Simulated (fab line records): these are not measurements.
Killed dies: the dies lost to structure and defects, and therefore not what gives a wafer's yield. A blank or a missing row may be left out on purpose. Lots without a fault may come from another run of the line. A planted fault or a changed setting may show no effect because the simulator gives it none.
Comparing a struck lot with a sound one ; flow n5_finfet ; 37 out of 1938 route steps
Sound: the wafers L336.3, L336.4, L336.5. Struck: wafers L352.3, L352.4, L352.6. The cause comes at the end.
For every step that has rows: the tool of each side, followed by ch and its chambers, followed by its first start. Under that, the readings that differ: sound wafers ; struck wafers ; difference of the means ; sigmas: that difference in standard deviations of wafers without a fault.
alike: words and numbers the same on both sides, and readings whose means are apart by under 2 such deviations; not compared: readings that were withheld, readings missing a value for some wafer, numbers with overlapping values and no deviation given by the record, and bounds like >300 which may hide the same value.
A row with sigmas, a row that says differs or no value, or rows on one side alone: a step with any of these is where the two part. When numbers do not overlap yet have no deviation, they are printed without sigmas and do not part them. Lack of a reading on every wafer of one side parts them only where that side has two or more wafers.

first, 9 steps without rows for these wafers: N5_BEOL_M4_ANNEAL_95 (time 240 s); N5_BEOL_M4_SPUTTER_96 (material Cu, target thk 4.5 nm, time 8.29 s); N5_BEOL_M4_ECD_50 (material Cu, target thk 300 nm); N5_BEOL_M4_ANNEAL_51 (time 90 s); N5_BEOL_M4_CMP_52 (polishes, stops on SiOC, t overpolish 6.8 s, target thk 40 nm); N5_BEOL_M4_PRE_CLEAN_60 (time 15 s); N5_BEOL_M4_CO_CAP_55 (material Co, precursor CCTBA/H2, target thk 2 nm, time 102.1 s); N5_BEOL_M4_PRE_CLEAN_56 (time 15 s); N5_BEOL_M4_DEP_57 (deposits SiCN from 3MS/NH3, target thk 8 nm, time 14 s).
N5_BEOL_M4_RC_MEAS_101:
  sound on prober-02 ch 0, day 9 16:00; struck on prober-01 ch 0, day 14 07:25
reading;sound;struck;difference;sigmas
ION_P (uA/um);438 449 447;473 459 452;+17;+2
VT_P (mV);-257 -254 -257;-248 -248 -250;+7;+2
  alike: DIBL_N, DIBL_P, IOFF_N, IOFF_P, ION_N, SS_N, SS_P, VT_N
then, 24 steps without rows for these wafers: N5_BEOL_M5_ILD_DEP_00 (deposits SiCOH lowk from DEMS/porogen, target thk 140.64 nm, time 25.9 s); N5_BEOL_M5_CURE_79 (cures SiCOH lowk, time 240 s); N5_BEOL_M5_PECVD_70 (deposits SiO2 from TEOS/O2, target thk 16 nm, time 18 s); N5_BEOL_M5_HM_DEP_02 (deposits TiN, target thk 20 nm); N5_BEOL_M5_COAT_59 (time 60 s, resist thk 60 nm); N5_BEOL_M5_COAT_60 (time 60 s, resist thk 12 nm); N5_BEOL_M5_COAT_71 (time 60 s, resist thk 5 nm); N5_BEOL_M5_COAT_05 (resist thk 30 nm); N5_BEOL_M5_EBR_07; N5_BEOL_M5_SOFTBAKE_06 (time 60 s); N5_BEOL_M5_EXPOSE_08 (exposes mask M5, target cd 28 nm); N5_BEOL_M5_PEB_09 (peb time 60 s); N5_BEOL_M5_DEVELOP_10 (develop time 30 s); N5_BEOL_M5_DESCUM_16 (chemistry O2, time 7 s); N5_BEOL_M5_ETCH_72 (etches underlayer in N2/H2, target depth 6.5 nm, time 5.2 s); N5_BEOL_M5_ETCH_61 (etches SiARC in CF4, target depth 15.6 nm, time 26 s); N5_BEOL_M5_ETCH_62 (etches SOC in N2/H2, target depth 75 nm, overetch 15 nm, time 112.5 s); N5_BEOL_M5_STRIP_63 (strips in N2/H2); N5_BEOL_M5_STRIP_73 (strips in N2/H2); N5_BEOL_M5_STRIP_64 (strips in CF4); N5_BEOL_M5_HM_OPEN_17 (chemistry Cl2/BCl3, target TiN, target depth 20 nm, overetch 6 nm); N5_BEOL_M5_STRIP_19 (strips in O2); N5_BEOL_M5_COAT_65 (time 60 s, resist thk 60 nm); N5_BEOL_M5_COAT_66 (time 60 s, resist thk 12 nm).
N5_BEOL_M6_CVD_78: deposits Co from CCTBA/H2, target thk 2 nm, time 142.3 s.
  sound on cvd_co-01 ch 0,1, day 10 11:33; struck on cvd_co-02 ch 1,2, day 15 17:36
  no value came back on the struck wafers for chamber_pressure_Torr (Torr), run_length_s (s); on the sound wafers chamber_pressure_Torr (Torr) reads 30.04 30.04 29.97
N5_BEOL_M6_CMP_52: polishes, stops on SiCOH lowk, t overpolish 6.9 s, target thk 80 nm.
  sound on cmp-02 ch 2,3, day 10 12:33; struck on cmp-03 ch 0,3, day 15 18:38
reading;sound;struck;difference;sigmas
barrier_field_endpoint_s (s);28.3 28.4 28.2;26.4 26.6 26.2;-1.9;-3
  alike: head_pressure_psi, motor_current_A, slurry_filter_dp_kPa
  not compared: pad_life_wafers
-- record jumps: 4 days separate the struck wafers' starts on either side; left off in module BEOL_M6, taken up again in module PASSIVATION, whose first shown step is the route's number 1936 --
N5_PASSIVATION_PROBE_49:
  struck on prober-02, day 19 06:38; sound on prober-02, day 14 10:56
reading;sound;struck;difference;sigmas
defect_limited_yield (%);89.9 89.4 86.9;13.3 12.7 12.7;-75.8;-54
killed_at_M4_up;8 4 6;981 967 983;+971;+99 or more
killed_at_contacts;36 29 38;3 10 10;-27;-4
killed_at_front_end;37 59 59;17 21 16;-34;-3
killed_dies;119 125 154;1023 1030 1030;+895;+53
killed_on_rim;20 21 21;151 151 150;+130;+31
killed_open;92 81 107;29 56 34;-54;-4
killed_short;27 43 45;19 24 19;-18;-2
sort_bin_5_function (%);5.5 5.8 8.2;74.8 75.0 74.0;+68.1;+72
sort_bin_6_memory (%);4.4 4.2 4.6;11.5 12.2 13.2;+7.9;+12
sort_bin_8_speed (%);0.42 0 0.08;0 0 0;+0;-4
sort_n_pass;1056 1055 1026;157 150 150;-893;-53
sort_yield_pct (%);89.5 89.4 86.9;13.3 12.7 12.7;-75.7;-54
  alike: killed_at_M0_to_M3, killed_at_other

WHERE THEY PART
Last at N5_PASSIVATION_PROBE_49 as far as this record goes, first at N5_BEOL_M4_RC_MEAS_101.

WHY: what the simulator had put in
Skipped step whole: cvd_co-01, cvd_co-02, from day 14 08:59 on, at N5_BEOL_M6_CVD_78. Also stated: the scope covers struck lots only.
